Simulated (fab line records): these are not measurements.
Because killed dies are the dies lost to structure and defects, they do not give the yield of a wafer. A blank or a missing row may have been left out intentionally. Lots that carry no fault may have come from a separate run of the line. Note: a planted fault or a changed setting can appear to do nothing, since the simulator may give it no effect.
Which tool was responsible? / flow nandHarc / 42 wafers from 14 lots sampled at 4 of the route's 1302 steps

WHAT THE GAUGES SHOWED, per wafer
The record lacks any reading of a measuring or inspecting step that a usual standard deviation could be used to judge.

TOOL THAT RAN EACH LOT (tool first, then ch and the chambers of the sampled wafers, then the start)
lot=L532; NHARC_A_CHANNEL_HOLE_D2_ETCH_25=harEtch-01 ch 0,1, day 13 14:49; NHARC_A_CHANNEL_FILL_D2_ALD_03=aldSinBatch-01 ch 0, day 14 05:50 or earlier; NHARC_A_CHANNEL_FILL_D2_ALD_16=aldHk-04 ch 2,3, day 14 05:50; NHARC_A_CHANNEL_FILL_D2_CMP_10=cmp-03 ch 0,3, day 15 17:16
lot=L533; NHARC_A_CHANNEL_HOLE_D2_ETCH_25=harEtch-01 ch 0,1, day 15 01:21; NHARC_A_CHANNEL_FILL_D2_ALD_03=aldSinBatch-02 ch 0, day 15 16:32 or earlier; NHARC_A_CHANNEL_FILL_D2_ALD_16=aldHk-02 ch 0,1, day 15 16:32; NHARC_A_CHANNEL_FILL_D2_CMP_10=cmp-01 ch 0,1,3, day 17 06:11
lot=L537; NHARC_A_CHANNEL_HOLE_D2_ETCH_25=harEtch-01 ch 0,1, day 15 13:30; NHARC_A_CHANNEL_FILL_D2_ALD_03=aldSinBatch-03 ch 0, day 16 04:40 or earlier; NHARC_A_CHANNEL_FILL_D2_ALD_16=aldHk-04 ch 0,2,3, day 16 04:40; NHARC_A_CHANNEL_FILL_D2_CMP_10=cmp-03 ch 0,2,3, day 17 16:20
lot=L536; NHARC_A_CHANNEL_HOLE_D2_ETCH_25=harEtch-02 ch 0, day 15 17:08; NHARC_A_CHANNEL_FILL_D2_ALD_03=aldSinBatch-03 ch 0, day 16 09:39 or earlier; NHARC_A_CHANNEL_FILL_D2_ALD_16=aldHk-03 ch 0,1, day 16 09:39; NHARC_A_CHANNEL_FILL_D2_CMP_10=cmp-02 ch 2,3, day 17 22:28
lot=L538; NHARC_A_CHANNEL_HOLE_D2_ETCH_25=harEtch-01 ch 0,1, day 16 08:50; NHARC_A_CHANNEL_FILL_D2_ALD_03=aldSinBatch-03 ch 0, day 17 01:07 or earlier; NHARC_A_CHANNEL_FILL_D2_ALD_16=aldHk-02 ch 2,3, day 17 01:07; NHARC_A_CHANNEL_FILL_D2_CMP_10=cmp-02 ch 0,3, day 18 11:53
lot=L540; NHARC_A_CHANNEL_HOLE_D2_ETCH_25=harEtch-01 ch 1, day 16 13:00; NHARC_A_CHANNEL_FILL_D2_ALD_03=aldSinBatch-01 ch 0, day 17 05:56 or earlier; NHARC_A_CHANNEL_FILL_D2_ALD_16=aldHk-03 ch 0,2,3, day 17 05:56; NHARC_A_CHANNEL_FILL_D2_CMP_10=cmp-02 ch 0,1,2, day 18 19:53
lot=L541; NHARC_A_CHANNEL_HOLE_D2_ETCH_25=harEtch-01 ch 0,1, day 17 01:05; NHARC_A_CHANNEL_FILL_D2_ALD_03=aldSinBatch-01 ch 0, day 17 15:55 or earlier; NHARC_A_CHANNEL_FILL_D2_ALD_16=aldHk-02 ch 0,1,2, day 17 15:55; NHARC_A_CHANNEL_FILL_D2_CMP_10=cmp-02 ch 0,1,3, day 19 02:34
lot=L542; NHARC_A_CHANNEL_HOLE_D2_ETCH_25=harEtch-02 ch 0,1, day 18 04:10; NHARC_A_CHANNEL_FILL_D2_ALD_03=aldSinBatch-02 ch 0, day 18 19:47 or earlier; NHARC_A_CHANNEL_FILL_D2_ALD_16=aldHk-02 ch 0,1,3, day 18 19:47; NHARC_A_CHANNEL_FILL_D2_CMP_10=cmp-01 ch 0,2,3, day 20 07:16
lot=L546; NHARC_A_CHANNEL_HOLE_D2_ETCH_25=harEtch-02 ch 0,1, day 19 19:41; NHARC_A_CHANNEL_FILL_D2_ALD_03=aldSinBatch-01 ch 0, day 20 10:50 or earlier; NHARC_A_CHANNEL_FILL_D2_ALD_16=aldHk-02 ch 0,1,2, day 20 10:50; NHARC_A_CHANNEL_FILL_D2_CMP_10=cmp-01 ch 0,3, day 21 21:40
lot=L550; NHARC_A_CHANNEL_HOLE_D2_ETCH_25=harEtch-02 ch 1, day 21 13:56; NHARC_A_CHANNEL_FILL_D2_ALD_03=aldSinBatch-02 ch 0, day 22 05:05 or earlier; NHARC_A_CHANNEL_FILL_D2_ALD_16=aldHk-03 ch 1,3, day 22 05:05; NHARC_A_CHANNEL_FILL_D2_CMP_10=cmp-01 ch 0,3, day 23 16:06
lot=L551; NHARC_A_CHANNEL_HOLE_D2_ETCH_25=harEtch-01 ch 0,1, day 22 04:56; NHARC_A_CHANNEL_FILL_D2_ALD_03=aldSinBatch-02 ch 0, day 23 00:52 or earlier; NHARC_A_CHANNEL_FILL_D2_ALD_16=aldHk-04 ch 0,1,3, day 23 00:52; NHARC_A_CHANNEL_FILL_D2_CMP_10=cmp-01 ch 0,1,2, day 24 12:28
lot=L553; NHARC_A_CHANNEL_HOLE_D2_ETCH_25=harEtch-02 ch 0,1, day 22 07:19; NHARC_A_CHANNEL_FILL_D2_ALD_03=aldSinBatch-02 ch 0, day 23 00:52 or earlier; NHARC_A_CHANNEL_FILL_D2_ALD_16=aldHk-02 ch 1,3, day 23 00:52; NHARC_A_CHANNEL_FILL_D2_CMP_10=cmp-03 ch 1,2, day 24 12:27
lot=L552; NHARC_A_CHANNEL_HOLE_D2_ETCH_25=harEtch-02 ch 0,1, day 22 16:48; NHARC_A_CHANNEL_FILL_D2_ALD_03=aldSinBatch-02 ch 0, day 23 09:33 or earlier; NHARC_A_CHANNEL_FILL_D2_ALD_16=aldHk-04 ch 1,2,3, day 23 09:33; NHARC_A_CHANNEL_FILL_D2_CMP_10=cmp-03 ch 0,2,3, day 24 20:53
lot=L554; NHARC_A_CHANNEL_HOLE_D2_ETCH_25=harEtch-02 ch 0,1, day 23 06:43; NHARC_A_CHANNEL_FILL_D2_ALD_03=aldSinBatch-01 ch 0, day 23 21:22 or earlier; NHARC_A_CHANNEL_FILL_D2_ALD_16=aldHk-03 ch 0,1,3, day 23 21:22; NHARC_A_CHANNEL_FILL_D2_CMP_10=cmp-02 ch 0,1, day 25 09:53
- NHARC_A_CHANNEL_HOLE_D2_ETCH_25: etches the open film in C4F8/O2/Ar, time 1040.2 s, target depth 1500 nm.
- NHARC_A_CHANNEL_FILL_D2_ALD_03: deposits SiNx, target thk 6 nm, pulse time 60 s, ald cycles 58.
- NHARC_A_CHANNEL_FILL_D2_ALD_16: deposits SiO2, target thk 1.5 nm, pulse time 10 s, ald cycles 15.
- NHARC_A_CHANNEL_FILL_D2_CMP_10: polishes, target thk 150 nm.

WHAT THE TOOLS THEMSELVES READ (means of the sampled wafers that have a number; where no wafer has one, the mark that the record gives instead)
NHARC_A_CHANNEL_HOLE_D2_ETCH_25. Usual: drypumpMotorCurrentA 5.9 A, standard deviation 0.65; o2FlowSccm 31.22 sccm, standard deviation 0.091; showerheadPlenumPTorr 3.62 Torr, standard deviation 0.2; throttleValvePct 32.236 %, standard deviation 0.0085.
lot=L532; tool=harEtch-01; drypumpMotorCurrentA (A)=5.7; o2FlowSccm (sccm)=31.30; showerheadPlenumPTorr (Torr)=3.50; throttleValvePct (%)=32.239; flag=
lot=L533; tool=harEtch-01; drypumpMotorCurrentA (A)=5.7; o2FlowSccm (sccm)=31.13; showerheadPlenumPTorr (Torr)=3.49; throttleValvePct (%)=32.240; flag=
lot=L537; tool=harEtch-01; drypumpMotorCurrentA (A)=5.7; o2FlowSccm (sccm)=31.14; showerheadPlenumPTorr (Torr)=3.48; throttleValvePct (%)=32.236; flag=
lot=L536; tool=harEtch-02; drypumpMotorCurrentA (A)=6.6; o2FlowSccm (sccm)=31.20; showerheadPlenumPTorr (Torr)=3.43; throttleValvePct (%)=32.239; flag=
lot=L538; tool=harEtch-01; drypumpMotorCurrentA (A)=5.7; o2FlowSccm (sccm)=31.24; showerheadPlenumPTorr (Torr)=3.48; throttleValvePct (%)=32.228; flag=
lot=L540; tool=harEtch-01; drypumpMotorCurrentA (A)=6.4; o2FlowSccm (sccm)=31.20; showerheadPlenumPTorr (Torr)=3.53; throttleValvePct (%)=32.233; flag=
lot=L541; tool=harEtch-01; drypumpMotorCurrentA (A)=5.7; o2FlowSccm (sccm)=31.36; showerheadPlenumPTorr (Torr)=3.47; throttleValvePct (%)=32.232; flag=
lot=L542; tool=harEtch-02; drypumpMotorCurrentA (A)=6.1; o2FlowSccm (sccm)=31.13; showerheadPlenumPTorr (Torr)=3.92; throttleValvePct (%)=32.228; flag=
lot=L546; tool=harEtch-02; drypumpMotorCurrentA (A)=6.1; o2FlowSccm (sccm)=31.24; showerheadPlenumPTorr (Torr)=3.91; throttleValvePct (%)=32.235; flag=
lot=L550; tool=harEtch-02; drypumpMotorCurrentA (A)=5.1; o2FlowSccm (sccm)=31.20; showerheadPlenumPTorr (Torr)=3.89; throttleValvePct (%)=32.238; flag=
lot=L551; tool=harEtch-01; drypumpMotorCurrentA (A)=5.7; o2FlowSccm (sccm)=31.15; showerheadPlenumPTorr (Torr)=3.43; throttleValvePct (%)=32.235; flag=
lot=L553; tool=harEtch-02; drypumpMotorCurrentA (A)=5.6; o2FlowSccm (sccm)=31.26; showerheadPlenumPTorr (Torr)=3.89; throttleValvePct (%)=32.231; flag=
lot=L552; tool=harEtch-02; drypumpMotorCurrentA (A)=5.6; o2FlowSccm (sccm)=31.22; showerheadPlenumPTorr (Torr)=3.89; throttleValvePct (%)=32.236; flag=
lot=L554; tool=harEtch-02; drypumpMotorCurrentA (A)=6.1; o2FlowSccm (sccm)=31.23; showerheadPlenumPTorr (Torr)=3.88; throttleValvePct (%)=32.235; flag=

NHARC_A_CHANNEL_FILL_D2_ALD_03. Usual: precursorPulseHeightRel reads 1.002 (standard deviation 0.019).
lot=L532 tool=aldSinBatch-01 precursorPulseHeightRel=0.989 flag=
lot=L533 tool=aldSinBatch-02 precursorPulseHeightRel=1.006 flag=
lot=L537 tool=aldSinBatch-03 precursorPulseHeightRel=1.023 flag=
lot=L536 tool=aldSinBatch-03 precursorPulseHeightRel=0.995 flag=
lot=L538 tool=aldSinBatch-03 precursorPulseHeightRel=0.995 flag=
lot=L540 tool=aldSinBatch-01 precursorPulseHeightRel=1.001 flag=
lot=L541 tool=aldSinBatch-01 precursorPulseHeightRel=0.994 flag=
lot=L542 tool=aldSinBatch-02 precursorPulseHeightRel=0.994 flag=
lot=L546 tool=aldSinBatch-01 precursorPulseHeightRel=0.995 flag=
lot=L550 tool=aldSinBatch-02 precursorPulseHeightRel=1.005 flag=
lot=L551 tool=aldSinBatch-02 precursorPulseHeightRel=0.986 flag=
lot=L553 tool=aldSinBatch-02 precursorPulseHeightRel=1.010 flag=
lot=L552 tool=aldSinBatch-02 precursorPulseHeightRel=1.007 flag=
lot=L554 tool=aldSinBatch-01 precursorPulseHeightRel=1.002 flag=

NHARC_A_CHANNEL_FILL_D2_ALD_16. Usual: heaterPowerW 486 W, standard deviation 33; precursorPulseHeightRel 1.003, standard deviation 0.019.
lot=L532; tool=aldHk-04; heaterPowerW (W)=500; precursorPulseHeightRel=1.004; flag=
lot=L533; tool=aldHk-02; heaterPowerW (W)=500; precursorPulseHeightRel=0.997; flag=
lot=L537; tool=aldHk-04; heaterPowerW (W)=492; precursorPulseHeightRel=0.999; flag=
lot=L536; tool=aldHk-03; heaterPowerW (W)=475; precursorPulseHeightRel=1.000; flag=
lot=L538; tool=aldHk-02; heaterPowerW (W)=513; precursorPulseHeightRel=0.993; flag=
lot=L540; tool=aldHk-03; heaterPowerW (W)=474; precursorPulseHeightRel=0.987; flag=
lot=L541; tool=aldHk-02; heaterPowerW (W)=478; precursorPulseHeightRel=1.006; flag=
lot=L542; tool=aldHk-02; heaterPowerW (W)=502; precursorPulseHeightRel=1.011; flag=
lot=L546; tool=aldHk-02; heaterPowerW (W)=488; precursorPulseHeightRel=1.015; flag=
lot=L550; tool=aldHk-03; heaterPowerW (W)=455; precursorPulseHeightRel=0.994; flag=
lot=L551; tool=aldHk-04; heaterPowerW (W)=477; precursorPulseHeightRel=1.002; flag=
lot=L553; tool=aldHk-02; heaterPowerW (W)=531; precursorPulseHeightRel=1.026; flag=
lot=L552; tool=aldHk-04; heaterPowerW (W)=487; precursorPulseHeightRel=0.979; flag=
lot=L554; tool=aldHk-03; heaterPowerW (W)=474; precursorPulseHeightRel=1.015; flag=

NHARC_A_CHANNEL_FILL_D2_CMP_10. Usual: edgeZonePressureFrac 1.000, standard deviation 0.0046; motorCurrentA 11.9 A, standard deviation 1.3; timeToEndpointS 15.7 s, standard deviation 2.5.
lot=L532; tool=cmp-03; edgeZonePressureFrac=0.995; motorCurrentA (A)=12.8; timeToEndpointS (s)=13.1; flag=
lot=L533; tool=cmp-01; edgeZonePressureFrac=0.996; motorCurrentA (A)=11.3; timeToEndpointS (s)=20.0; flag=
lot=L537; tool=cmp-03; edgeZonePressureFrac=1.000; motorCurrentA (A)=12.6; timeToEndpointS (s)=14.8; flag=
lot=L536; tool=cmp-02; edgeZonePressureFrac=1.000; motorCurrentA (A)=12.3; timeToEndpointS (s)=13.6; flag=
lot=L538; tool=cmp-02; edgeZonePressureFrac=1.001; motorCurrentA (A)=11.9; timeToEndpointS (s)=16.0; flag=
lot=L540; tool=cmp-02; edgeZonePressureFrac=1.001; motorCurrentA (A)=11.2; timeToEndpointS (s)=13.8; flag=
lot=L541; tool=cmp-02; edgeZonePressureFrac=-; motorCurrentA (A)=-; timeToEndpointS (s)=-; flag=OFF
lot=L542; tool=cmp-01; edgeZonePressureFrac=-; motorCurrentA (A)=-; timeToEndpointS (s)=-; flag=OFF
lot=L546; tool=cmp-01; edgeZonePressureFrac=0.999; motorCurrentA (A)=11.1; timeToEndpointS (s)=13.7; flag=
lot=L550; tool=cmp-01; edgeZonePressureFrac=1.006; motorCurrentA (A)=11.0; timeToEndpointS (s)=15.0; flag=
lot=L551; tool=cmp-01; edgeZonePressureFrac=0.996; motorCurrentA (A)=11.4; timeToEndpointS (s)=17.7; flag=
lot=L553; tool=cmp-03; edgeZonePressureFrac=0.997; motorCurrentA (A)=13.2; timeToEndpointS (s)=13.2; flag=
lot=L552; tool=cmp-03; edgeZonePressureFrac=1.002; motorCurrentA (A)=12.8; timeToEndpointS (s)=17.8; flag=
lot=L554; tool=cmp-02; edgeZonePressureFrac=0.997; motorCurrentA (A)=10.4; timeToEndpointS (s)=19.1; flag=

THE ANSWER, worked out from the rows above alone
Rule: take the mean of a lot's wafers that have a number; if it is more than 3 standard deviations from the usual mean, the lot is off. A lot without any number at a reading at which 4 lots or more have one is off too. The other lots that the step has rows for count as sound. After the gauges, taken in route order, come the tools' own readings; for these a lot's mean is taken, as printed above. The first step at which some lot is off is used, and at that step the reading that is off furthest; a lot without a number counts as furthest.
Off: L541, L542, at NHARC_A_CHANNEL_FILL_D2_CMP_10 (edgeZonePressureFrac). Without a number there: L541, L542.
A tool fits if, at that step or a process step before it, it ran every lot that is off, and no sound lot after the first of them. NHARC_A_CHANNEL_FILL_D2_ALD_03 gives no start for some lots, so the hours and the order of its lots are those of NHARC_A_CHANNEL_FILL_D2_ALD_16. None of those tried fits.

WHAT HAD BEEN PUT IN BY THE SIMULATOR
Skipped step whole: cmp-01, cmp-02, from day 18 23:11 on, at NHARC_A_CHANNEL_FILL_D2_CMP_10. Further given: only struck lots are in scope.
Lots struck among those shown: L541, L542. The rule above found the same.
